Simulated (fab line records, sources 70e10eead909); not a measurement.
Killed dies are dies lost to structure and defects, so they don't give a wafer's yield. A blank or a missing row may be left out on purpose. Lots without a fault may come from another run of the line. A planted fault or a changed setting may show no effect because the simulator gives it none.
Chamber matching | flow nand_harc | NHARC_A_STAIRCASE_ETCH_253 on rie_diel-11: 4 sister chambers
The step etches the open film in C4F8/O2, target depth 50 nm, time 20.2 s. 8 wafers are shown with their chamber, then 12 later ones without.

WAFERS WITH THEIR CHAMBER
wafer  | chamber | rf_vpp_V (V) | oes_product_au (a.u.)
L081.5 | 2       | 905          | 0.963
L080.5 | 1       | 888          | 0.942
L083.2 | 3       | 899          | 0.931
L083.4 | 2       | 904          | 0.905
L083.6 | 0       | 905          | 0.914
L085.4 | 3       | 901          | 0.953
L085.5 | 0       | 905          | 0.947
L085.6 | 1       | 888          | 0.960

WAFERS WITHOUT THEIR CHAMBER
wafer  | rf_vpp_V (V) | oes_product_au (a.u.)
L086.2 | 906          | 0.959
L086.4 | 904          | 0.941
L086.6 | 891          | 0.966
L088.1 | 904          | 0.954
L088.5 | 906          | 0.940
L088.6 | 899          | 0.980
L092.3 | 905          | 0.916
L092.4 | 903          | 0.912
L092.5 | 890          | 0.931
L093.2 | 905          | 0.946
L093.3 | 898          | 0.992
L093.5 | 904          | 0.966

WHICH CHAMBER EACH WENT THROUGH
wafer  | from the rows above          | in truth
L086.2 | can't be placed: 0 or 2      | 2
L086.4 | can't be placed: 2 or 0      | 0
L086.6 | 1                            | 1
L088.1 | can't be placed: 2 or 0      | 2
L088.5 | can't be placed: 0 or 2      | 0
L088.6 | 3                            | 3
L092.3 | can't be placed: 0 or 2      | 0
L092.4 | can't be placed: 2 or 0 or 3 | 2
L092.5 | 1                            | 1
L093.2 | can't be placed: 0 or 2      | 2
L093.3 | 3                            | 3
L093.5 | can't be placed: 2 or 0      | 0
Placed correctly: 4 of 12. Can't be placed from these rows: 8 (the true chamber is among the candidates in 8). Placed wrongly: 0.
How it was worked out, from the rows above alone: a wafer's distance from a chamber is the root of the sum, over the readings, of the square of ((its reading less the chamber's mean) divided by the reading's scatter). The wafer belongs to the nearest chamber; if the next one is less than 2 further off, it can't be placed. A chamber's mean is the mean of its shown wafers. The scatter: the root of (the sum of the squares of (reading less its chamber's mean) over the shown wafers, divided by (wafers less chambers)).
